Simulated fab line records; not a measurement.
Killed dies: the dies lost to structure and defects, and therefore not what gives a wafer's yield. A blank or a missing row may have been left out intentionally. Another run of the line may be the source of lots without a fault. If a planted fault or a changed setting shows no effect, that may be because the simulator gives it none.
Matching of chambers + flow nandHarc + 4 sister chambers for NHARC_A_STAIRCASE_TRIM_229 on rieDiel-12
The step chemistry O2, time 211.2 s. 4 wafers are shown with their chamber, then 9 later ones without.

WAFERS, EACH WITH ITS CHAMBER
| wafer  | chamber | showerheadPlenumPTorr (Torr) |
|--------|---------|------------------------------|
| L087.6 | 2       | 3.35                         |
| L089.1 | 3       | 3.44                         |
| L089.5 | 1       | 3.77                         |
| L089.6 | 0       | 3.64                         |

WAFERS WITHOUT THEIR CHAMBER
| wafer  | showerheadPlenumPTorr (Torr) |
|--------|------------------------------|
| L091.2 | 3.76                         |
| L091.4 | 3.44                         |
| L091.5 | 3.34                         |
| L095.1 | 3.43                         |
| L095.3 | 3.63                         |
| L095.4 | 3.33                         |
| L097.1 | 3.75                         |
| L097.3 | 3.43                         |
| L097.4 | 3.33                         |

WHICH CHAMBER EACH ONE RAN IN
| wafer  | from the rows above | in truth |
|--------|---------------------|----------|
| L091.2 | 1                   | 1        |
| L091.4 | 3                   | 3        |
| L091.5 | 2                   | 2        |
| L095.1 | 3                   | 3        |
| L095.3 | 0                   | 0        |
| L095.4 | 2                   | 2        |
| L097.1 | 1                   | 1        |
| L097.3 | 3                   | 3        |
| L097.4 | 2                   | 2        |
9 of 9 placed correctly. From these rows, 0 cannot be placed. Wrongly placed: 0.
How it was worked out, from the rows above alone: a wafer's distance from a chamber is the root of the sum, over the readings, of the square of ((its reading less the chamber's mean) divided by the reading's scatter). If the next closest chamber is less than 2 further off than the closest, the wafer can't be placed; otherwise it belongs to the closest. A chamber's mean is the mean of its shown wafers. The scatter: with one shown wafer a chamber, the root of the mean of the squares of how far each hidden wafer lies from its nearest shown one.
